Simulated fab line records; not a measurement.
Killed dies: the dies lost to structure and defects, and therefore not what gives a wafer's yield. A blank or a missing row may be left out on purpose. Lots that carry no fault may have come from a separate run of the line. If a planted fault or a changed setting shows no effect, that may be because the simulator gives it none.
fab line records    flow n5_finfet
[record] lots = 7  wafers = 21
route steps=1938 shown GATE_CUT@480 MOL_CONTACT_COAG@594 BEOL_M0@721 BEOL_M2@879 BEOL_M3@958
start_h: the number of hours between the record's first day and the start of the first shown wafer of the lot    wait_h: hours since the lot's step before    " identical to the entry in the row above    L1.1+2: a single row standing in for several wafers    - no value, or no start was given    * or withheld: withheld    < > ~ a bound
route shown NAME@n: names a module that has steps shown in the file, with the first one's number in the route    usual: average and standard deviation across the fault-free wafers    same: alike in all rows    chamber/n: place in a boat    sites: each site's reading    _std_site: how widely they spread, as a standard deviation    _edge_site: outer sites' mean less inner sites'    radius_mm: how far each site lies from the wafer's centre    mask NAME#n: copy n    behind: tool/chamber where the wafer was last shaped    hold: the reason the lot was held/the length of the hold in hours/how it ended    device: transistor that didn't switch, given as n, p or np    end of line: the route-end tests of the same wafers    where a step has no rows: the recipe by itself    killed: count of dies lost to structure and defects at first sort (not the wafer's yield)    map: a wafer's dies, x killed, . not, _ none there
set.NAME: setting as actually run; set.NAME@STEP: the setting as run at that earlier step    model.NAME: the simulator's own value behind a step, which no gauge read
lots whose settings were changed on purpose; a table a step, a row a wafer
[[steps]]
[step N5_GATE_CUT_COAT_27]
[recipe] resist = underlayer  temp_c = 205  time_s = 60  spin_rpm = 1500  resist_thk_nm = 10
lot.wafer   tool            chamber  start_h  wait_h  set.spin_rpm  model.underlayer_of_GATE_CUT_COAT_27.thk_nm
L074.3+4+6  litho_track-01  0        -        -       1500          10
L075.1      litho_track-01  0        -        -       1500          10
L075.2+3    "               0        "        "       1333          10.6
L077.2+5    litho_track-03  0        -        -       1500          10
L077.3      "               0        "        "       1434          10.2
L078.2+6    litho_track-04  0        -        -       1500          10
L078.5      "               0        "        "       1620          9.6
L087.1+3+4  litho_track-03  0        -        -       1500          10
L092.3+6    litho_track-04  0        -        -       1500          10
L092.4      "               0        "        "       1559          9.8
L097.1+4+5  litho_track-04  0        -        -       1500          10
[step N5_GATE_CUT_COAT_07]
[recipe] resist = CAR-EUV  spin_rpm = 1500  resist_thk_nm = 30
[step N5_GATE_CUT_EBR_09]
[recipe] solvent = PGMEA  ebr_width_mm = 1.5
[step N5_GATE_CUT_DESCUM_18]
[recipe] chemistry = O2  time_s = 7  source_power_w = 50  bias_power_w = 20  pressure_mtorr = 20  rf_frequency_hz = 2.712e+07  temp_c = 40  resist = CAR-EUV  o2_flow_sccm = 225
[step N5_GATE_CUT_ETCH_28]
[recipe] chemistry = N2/H2  target = underlayer  target_depth_a = 130  mask_material = CAR-EUV  time_s = 10.4  ion_energy_ev = 200  pressure_mtorr = 30  source_w = 840  bias_w = 150  n2_flow_sccm = 200  h2_flow_sccm = 200  ends = cleared
lot.wafer  tool         chamber  start_h  wait_h  set.spin_rpm@GATE_CUT_COAT_27  model.CAR-EUV_of_GATE_CUT_COAT_07.thk_nm  model.etch.depth_nm
L074.3     rie_diel-05  2        85.18    0.0     1500                           14.8                                      9.999
L074.4     "            1        "        "       1500                           14.8                                      10.01
L074.6     "            0        "        "       1500                           14.4                                      10.03
L075.1     rie_diel-03  0        90.95    0.0     1500                           14.6                                      10.03
L075.2     "            3        "        "       1333                           13.8                                      10.65
L075.3     "            1        "        "       1333                           13.8                                      10.64
L077.2     rie_diel-05  2        103.54   0.0     1500                           14.6                                      9.998
L077.3     "            3        "        "       1434                           14.4                                      10.23
L077.5     "            2        "        "       1500                           14.6                                      10.02
L078.2     rie_diel-06  3        104.92   0.0     1500                           14.6                                      9.999
L078.5     "            0        "        "       1620                           15                                        9.633
L078.6     "            3        "        "       1500                           14.4                                      10.01
L087.1     rie_diel-06  1        165.15   0.0     1500                           14.6                                      10.04
L087.3     "            3        "        "       1500                           14.6                                      9.995
L087.4     "            0        "        "       1500                           14.6                                      10.03
L092.3     rie_diel-03  2        193.29   0.0     1500                           14.6                                      10.02
L092.4     "            1        "        "       1559                           14.8                                      9.83
L092.6     "            1        "        "       1500                           14.6                                      10
L097.1     rie_diel-06  3        223.61   0.0     1500                           14.6                                      10.02
L097.4     "            0        "        "       1500                           14.4                                      10.03
L097.5     "            0        "        "       1500                           14.4                                      10.04
[step N5_GATE_CUT_ETCH_36]
[recipe] chemistry = CF4  target = SiARC  target_depth_a = 130  mask_material = CAR-EUV  time_s = 21.7  ion_energy_ev = 80  pressure_mtorr = 40  source_w = 545  bias_w = 36  Ar_flow_sccm = 100  cf4_flow_sccm = 100  ends = cleared
lot.wafer  tool         chamber  start_h  wait_h  set.spin_rpm@GATE_CUT_COAT_35  set.spin_rpm@GATE_CUT_COAT_27  model.CAR-EUV_of_GATE_CUT_COAT_07.thk_nm  model.etch.depth_nm
L074.3     rie_diel-05  2        85.20    0.0     1346                           1500                           6.6                                       10.58
L074.4     "            1        "        "       1346                           1500                           6.8                                       10.55
L074.6     "            0        "        "       1500                           1500                           6.8                                       9.977
L075.1     rie_diel-03  0        90.97    0.0     1598                           1500                           7.2                                       9.677
L075.2     "            3        "        "       1598                           1333                           6.4                                       9.643
L075.3     "            1        "        "       1598                           1333                           6.4                                       9.661
L077.2     rie_diel-05  2        103.56   0.0     1591                           1500                           7.2                                       9.686
L077.3     "            3        "        "       1500                           1434                           6.8                                       10.01
L077.5     "            2        "        "       1500                           1500                           7                                         10.01
L078.2     rie_diel-06  3        104.94   0.0     1500                           1500                           7                                         9.938
L078.5     "            0        "        "       1500                           1620                           7.4                                       9.918
L078.6     "            3        "        "       1500                           1500                           6.8                                       9.934
L087.1     rie_diel-06  1        165.17   0.0     1500                           1500                           7                                         9.969
L087.3     "            3        "        "       1500                           1500                           6.8                                       9.96
L087.4     "            0        "        "       1500                           1500                           6.8                                       9.973
L092.3     rie_diel-03  2        193.31   0.0     1500                           1500                           7                                         10.01
L092.4     "            1        "        "       1445                           1559                           7                                         10.22
L092.6     "            1        "        "       1445                           1500                           6.8                                       10.21
L097.1     rie_diel-06  3        223.63   0.0     1616                           1500                           7                                         9.669
L097.4     "            0        "        "       1616                           1500                           7                                         9.69
L097.5     "            0        "        "       1500                           1500                           6.8                                       10.03
[step N5_GATE_CUT_ETCH_37]
[recipe] chemistry = N2/H2  target = SOC  target_depth_a = 600  overetch_a = 120  mask_material = SiARC  temp_c = 40  time_s = 90  ion_energy_ev = 200  pressure_mtorr = 30  source_w = 840  bias_w = 150  n2_flow_sccm = 200  h2_flow_sccm = 200
lot.wafer   tool         chamber  start_h  wait_h  set.spin_rpm@GATE_CUT_COAT_35  model.SiARC_of_GATE_CUT_COAT_35.thk_nm
L074.3+4    rie_diel-05  2,1      85.22    0.0     1346                           6.4
L074.6      "            0        "        "       1500                           5.8
L075.1+2    rie_diel-03  0,3      91.00    0.0     1598                           5.6
L075.3      "            1        "        "       1598                           5.4
L077.2      rie_diel-05  2        103.59   0.0     1591                           5.4
L077.3      "            3        "        "       1500                           6
L077.5      "            2        "        "       1500                           5.8
L078.2+5    rie_diel-06  3,0      104.97   0.0     1500                           6
L078.6      "            3        "        "       1500                           5.8
L087.1+3+4  rie_diel-06  1,3,0    165.19   0.0     1500                           6
L092.3      rie_diel-03  2        193.33   0.0     1500                           6
L092.4+6    "            1        "        "       1445                           6
L097.1      rie_diel-06  3        223.66   0.0     1616                           5.6
L097.4      "            0        "        "       1616                           5.8
L097.5      "            0        "        "       1500                           6.2
[step N5_MOL_CONTACT_COAG_COAT_63]
[recipe] resist = SiARC  temp_c = 220  time_s = 60  spin_rpm = 1500  resist_thk_nm = 10
lot.wafer   tool            chamber  start_h  wait_h  set.spin_rpm  model.SiARC_of_MOL_CONTACT_COAG_COAT_63.thk_nm
L074.3      litho_track-05  0        -        -       1500          10
L074.4+6    "               0        "        "       1646          9.6
L075.1+2    litho_track-02  0        -        -       1596          9.6
L075.3      "               0        "        "       1500          10
L077.2+5    litho_track-02  0        -        -       1500          10
L077.3      "               0        "        "       1566          9.8
L078.2+5    litho_track-02  0        -        -       1640          9.6
L078.6      "               0        "        "       1500          10
L087.1+3+4  litho_track-03  0        -        -       1500          10
L092.3      litho_track-02  0        -        -       1500          10
L092.4+6    "               0        "        "       1657          9.6
L097.1+4+5  litho_track-02  0        -        -       1500          10
[step N5_MOL_CONTACT_COAG_COAT_64]
[recipe] resist = underlayer  temp_c = 205  time_s = 60  spin_rpm = 1500  resist_thk_nm = 10
lot.wafer   tool            chamber  start_h  wait_h  set.temp_c
L074.3+6    litho_track-05  0        -        -       202.3
L074.4      "               0        "        "       205
L075.1      litho_track-02  0        -        -       205
L075.2+3    "               0        "        "       213
L077.2      litho_track-02  0        -        -       205
L077.3+5    "               0        "        "       209.9
L078.2+5    litho_track-02  0        -        -       205
L078.6      "               0        "        "       201
L087.1+3+4  litho_track-03  0        -        -       205
L092.3+4    litho_track-02  0        -        -       212.2
L092.6      "               0        "        "       205
L097.1+5    litho_track-02  0        -        -       211.2
L097.4      "               0        "        "       205
[step N5_MOL_CONTACT_COAG_COAT_34]
[recipe] resist = CAR-EUV  spin_rpm = 1500  resist_thk_nm = 40
[step N5_MOL_CONTACT_COAG_EBR_36]
[recipe] solvent = PGMEA  ebr_width_mm = 1.5
[step N5_MOL_CONTACT_COAG_DESCUM_45]
[recipe] chemistry = O2  time_s = 7  source_power_w = 50  bias_power_w = 20  pressure_mtorr = 20  rf_frequency_hz = 2.712e+07  temp_c = 40  resist = CAR-EUV  o2_flow_sccm = 225
[step N5_MOL_CONTACT_COAG_ETCH_65]
[recipe] chemistry = N2/H2  target = underlayer  target_depth_a = 130  mask_material = CAR-EUV  time_s = 10.4  ion_energy_ev = 200  pressure_mtorr = 30  source_w = 840  bias_w = 150  n2_flow_sccm = 200  h2_flow_sccm = 200  ends = cleared
[step N5_MOL_CONTACT_COAG_ETCH_66]
[recipe] chemistry = CF4  target = SiARC  target_depth_a = 130  mask_material = CAR-EUV  time_s = 21.7  ion_energy_ev = 80  pressure_mtorr = 40  source_w = 545  bias_w = 36  Ar_flow_sccm = 100  cf4_flow_sccm = 100  ends = cleared
lot.wafer  tool         chamber  start_h  wait_h  set.spin_rpm@MOL_CONTACT_COAG_COAT_63  model.etch.depth_nm
L074.3     rie_diel-01  3        103.22   0.0     1500                                   10.03
L074.4     "            2        "        "       1646                                   9.541
L074.6     "            2        "        "       1646                                   9.551
L075.1     rie_diel-01  1        107.99   0.0     1596                                   9.677
L075.2     "            0        "        "       1596                                   9.696
L075.3     "            3        "        "       1500                                   10.01
L077.2     rie_diel-01  0        121.57   0.0     1500                                   9.958
L077.3     "            2        "        "       1566                                   9.788
L077.5     "            2        "        "       1500                                   9.957
L078.2     rie_diel-01  2        122.41   0.0     1640                                   9.572
L078.5     "            3        "        "       1640                                   9.531
L078.6     "            2        "        "       1500                                   9.963
L087.1     rie_diel-02  2        181.86   0.0     1500                                   10.01
L087.3     "            3        "        "       1500                                   9.993
L087.4     "            3        "        "       1500                                   10
L092.3     rie_diel-04  1        209.43   0.0     1500                                   10
L092.4     "            0        "        "       1657                                   9.521
L092.6     "            0        "        "       1657                                   9.514
L097.1     rie_diel-04  2        239.23   0.0     1500                                   10.01
L097.4     "            2        "        "       1500                                   9.97
L097.5     "            0        "        "       1500                                   9.966
[step N5_MOL_CONTACT_COAG_ALD_133]
[recipe] material = SiO2  target_thk_a = 50  temp_c = 100  ald_precursor_family = BDEAS  ald_co_reactant = O2-plasma  pulse_time_s = 1  co_reactant_pulse_time_s = 1  purge_time_s = 2  co_reactant_purge_time_s = 2  ald_cycles = 35  pressure_torr = 2
lot.wafer   tool        chamber  start_h  wait_h  set.ald_cycles  model.SiO2_of_MOL_CONTACT_COAG_ALD_133.thk_nm
L074.3+4+6  ald_sin-02  3,0,0    103.95   0.7     35              5
L075.1+3    ald_sin-01  0,3      108.07   0.1     35              5
L075.2      "           1        "        "       40              5.8
L077.2      ald_sin-02  0        121.65   0.1     30              4.4
L077.3      "           3        "        "       35              5
L077.5      "           3        "        "       30              4.2
L078.2+6    ald_sin-02  0,1      122.49   0.1     35              5
L078.5      "           0        "        "       38              5.4
L087.1+3+4  ald_sin-02  3,2,3    182.30   0.4     35              5
L092.3+4    ald_sin-01  0,3      209.51   0.1     35              5
L092.6      "           2        "        "       31              4.4
L097.1+4+5  ald_sin-02  3,1,3    239.49   0.2     35              5
[step N5_BEOL_M0_TRENCH_ETCH_107]
[recipe] chemistry = C4F6/O2  target_depth_a = 328  target = SiOC  time_s = 16.4  ion_energy_ev = 250  pressure_mtorr = 30  source_w = 355  bias_w = 185  Ar_flow_sccm = 300  C4F6_flow_sccm = 10  O2_flow_sccm = 10
lot.wafer  tool         chamber  start_h  wait_h  set.target_depth_a  model.BEOL_M0.feature_depth_nm
L074.3     rie_diel-02  0        120.73   0.0     328                 33
L074.4     "            2        "        "       328                 32.4
L074.6     "            0        "        "       328                 32.8
L075.1     rie_diel-02  0        124.79   0.0     293.8               29.8
L075.2     "            2        "        "       328                 32.8
L075.3     "            3        "        "       293.8               28.6
L077.2     rie_diel-02  1        135.15   0.0     328                 33.6
L077.3     "            2        "        "       328                 32.8
L077.5     "            3        "        "       311.7               30.6
L078.2     rie_diel-04  2        141.93   0.0     307.3               30
L078.5     "            2        "        "       328                 32
L078.6     "            1        "        "       328                 32.4
L087.1     rie_diel-02  2        198.00   0.0     328                 32.6
L087.3     "            3        "        "       328                 32.2
L087.4     "            1        "        "       328                 33.2
L092.3     rie_diel-04  0        223.03   0.0     328                 33.8
L092.4     "            0        "        "       328                 33.6
L092.6     "            3        "        "       328                 32
L097.1     rie_diel-02  2        259.21   0.0     328                 32.8
L097.4     "            1        "        "       307.5               31.2
L097.5     "            3        "        "       328                 32.4
[step N5_BEOL_M0_STRIP_142]
[recipe] chemistry = N2/H2  time_s = 10  power_w = 450  temp_c = 40  pressure_mtorr = 20  rf_frequency_hz = 6e+07  bias_power_w = 7  n2_flow_sccm = 200  h2_flow_sccm = 200
[step N5_BEOL_M0_OCD_MEAS_108]
[usual] trench_depth_nm = 32.6/0.78
lot.wafer  tool    chamber  start_h  wait_h  set.target_depth_a@BEOL_M0_TRENCH_ETCH_107  trench_depth_nm
L074.3     ocd-02  -        120.84   0.1     328                                         33.0
L074.4     "       -        "        "       328                                         32.4
L074.6     "       -        "        "       328                                         33.0
L075.1     ocd-01  -        124.90   0.1     293.8                                       30.1
L075.2     "       -        "        "       328                                         32.5
L075.3     "       -        "        "       293.8                                       28.6
L077.2     ocd-01  -        135.25   0.1     328                                         33.2
L077.3     "       -        "        "       328                                         32.6
L077.5     "       -        "        "       311.7                                       30.4
L078.2     ocd-02  -        142.04   0.1     307.3                                       29.5
L078.5     "       -        "        "       328                                         31.9
L078.6     "       -        "        "       328                                         32.3
L087.1     ocd-02  -        198.10   0.1     328                                         32.4
L087.3     "       -        "        "       328                                         33.0
L087.4     "       -        "        "       328                                         32.9
L092.3     ocd-01  -        223.13   0.1     328                                         33.4
L092.4     "       -        "        "       328                                         33.6
L092.6     "       -        "        "       328                                         32.2
L097.1     ocd-02  -        259.31   0.1     328                                         32.6
L097.4     "       -        "        "       307.5                                       31.2
L097.5     "       -        "        "       328                                         32.1
[step N5_BEOL_M2_DESCUM_33]
[recipe] chemistry = O2  time_s = 7  source_power_w = 50  bias_power_w = 20  pressure_mtorr = 20  rf_frequency_hz = 2.712e+07  temp_c = 40  resist = CAR-EUV  o2_flow_sccm = 225
lot.wafer   tool         chamber  start_h  wait_h  set.time_s
L074.3+4+6  rie_diel-02  1,3,2    137.96   0.0     7
L075.1+2+3  rie_diel-04  3,0,2    143.69   0.0     7
L077.2+3+5  rie_diel-04  3,0,2    149.27   0.0     7
L078.2+5+6  rie_diel-02  1,1,2    158.39   0.0     7
L087.1+3+4  rie_diel-04  2,3,1    214.30   0.4     7
L092.3      rie_diel-01  3        243.28   0.1     5.782
L092.4+6    "            2,3      "        "       7
L097.1+4    rie_diel-01  0,3      276.03   0.0     6.419
L097.5      "            1        "        "       7
[step N5_BEOL_M2_ETCH_77]
[recipe] chemistry = N2/H2  target = underlayer  target_depth_a = 65  mask_material = CAR-EUV  time_s = 5.2  ion_energy_ev = 200  pressure_mtorr = 30  source_w = 840  bias_w = 150  n2_flow_sccm = 200  h2_flow_sccm = 200  ends = cleared
[step N5_BEOL_M2_ETCH_69]
[recipe] chemistry = CF4  target = SiARC  target_depth_a = 156  mask_material = CAR-EUV  time_s = 26  ion_energy_ev = 80  pressure_mtorr = 40  source_w = 545  bias_w = 36  Ar_flow_sccm = 100  cf4_flow_sccm = 100  ends = cleared
lot.wafer   tool         chamber  start_h  wait_h  set.time_s@BEOL_M2_DESCUM_33  model.CAR-EUV_of_BEOL_M2_COAT_22.thk_nm
L074.3      rie_diel-02  1        138.02   0.0     7                             11
L074.4+6    "            3,2      "        "       7                             11.2
L075.1+2+3  rie_diel-04  3,0,2    143.74   0.0     7                             11.2
L077.2+3+5  rie_diel-04  3,0,2    149.32   0.0     7                             11.2
L078.2      rie_diel-02  1        158.44   0.0     7                             11.4
L078.5+6    "            1,2      "        "       7                             11.2
L087.1+4    rie_diel-04  2,1      214.35   0.0     7                             11
L087.3      "            3        "        "       7                             11.2
L092.3      rie_diel-01  3        243.33   0.0     5.782                         11.8
L092.4+6    "            2,3      "        "       7                             11.2
L097.1+4    rie_diel-01  0,3      276.08   0.0     6.419                         11.6
L097.5      "            1        "        "       7                             11.2
[step N5_BEOL_M3_COAT_68]
[recipe] resist = SiARC  temp_c = 220  time_s = 60  spin_rpm = 1500  resist_thk_nm = 12
lot.wafer   tool            chamber  start_h  wait_h  set.spin_rpm  model.SiARC_of_BEOL_M3_COAT_68.thk_nm
L074.3+6    litho_track-02  0        -        -       1500          12
L074.4      "               0        "        "       1366          12.6
L075.1+2+3  litho_track-05  0        -        -       1500          12
L077.2+3    litho_track-03  0        -        -       1389          12.4
L077.5      "               0        "        "       1500          12
L078.2+5+6  litho_track-02  0        -        -       1500          12
L087.1+3+4  litho_track-03  0        -        -       1500          12
L092.3+4+6  litho_track-03  0        -        -       1379          12.6
L097.1+4    litho_track-03  0        -        -       1347          12.6
L097.5      "               0        "        "       1500          12
[[key]]
[split] step = N5_GATE_CUT_COAT_27  setting = spin_rpm  stated = 1500  by = wafer
[response] step = N5_GATE_CUT_COAT_27  reading = model.underlayer_of_GATE_CUT_COAT_27.thk_nm  change = -0.0518  per = 1%  r = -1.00
[response] step = N5_GATE_CUT_ETCH_28  reading = model.CAR-EUV_of_GATE_CUT_COAT_07.thk_nm  change = +0.0654  per = 1%  r = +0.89
[response] step = N5_GATE_CUT_ETCH_28  reading = model.etch.depth_nm  change = -0.0517  per = 1%  r = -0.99
[response] step = N5_GATE_CUT_ETCH_36  reading = model.CAR-EUV_of_GATE_CUT_COAT_07.thk_nm  change = +0.0656  per = 1%  r = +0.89
[split] step = N5_MOL_CONTACT_COAG_COAT_63  setting = spin_rpm  stated = 1500  by = wafer
[response] step = N5_MOL_CONTACT_COAG_COAT_63  reading = model.SiARC_of_MOL_CONTACT_COAG_COAT_63.thk_nm  change = -0.0434  per = 1%  r = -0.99
[response] step = N5_MOL_CONTACT_COAG_ETCH_66  reading = model.etch.depth_nm  change = -0.0466  per = 1%  r = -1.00
[split] step = N5_MOL_CONTACT_COAG_COAT_64  setting = temp_c  stated = 205  by = wafer
response none clear
[split] step = N5_MOL_CONTACT_COAG_ALD_133  setting = ald_cycles  stated = 35  by = wafer
[response] step = N5_MOL_CONTACT_COAG_ALD_133  reading = model.SiO2_of_MOL_CONTACT_COAG_ALD_133.thk_nm  change = +0.0518  per = 1%  r = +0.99
[split] step = N5_BEOL_M0_TRENCH_ETCH_107  setting = target_depth_a  stated = 328  by = wafer
[response] step = N5_BEOL_M0_TRENCH_ETCH_107  reading = model.BEOL_M0.feature_depth_nm  change = +0.344  per = 1%  r = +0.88
[response] step = N5_BEOL_M0_OCD_MEAS_108  reading = trench_depth_nm  change = +0.325  per = 1%  r = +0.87
[split] step = N5_BEOL_M2_DESCUM_33  setting = time_s  stated = 7  by = wafer
[response] step = N5_BEOL_M2_ETCH_69  reading = model.CAR-EUV_of_BEOL_M2_COAT_22.thk_nm  change = -0.037  per = 1%  r = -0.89
[split] step = N5_BEOL_M3_COAT_68  setting = spin_rpm  stated = 1500  by = wafer
[response] step = N5_BEOL_M3_COAT_68  reading = model.SiARC_of_BEOL_M3_COAT_68.thk_nm  change = -0.0605  per = 1%  r = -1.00
split outside_this_file step=N5_GATE_CUT_COAT_35 setting=spin_rpm
// split outside_this_file: this setting was split too, and the file shows its column; the key of that split is in another file
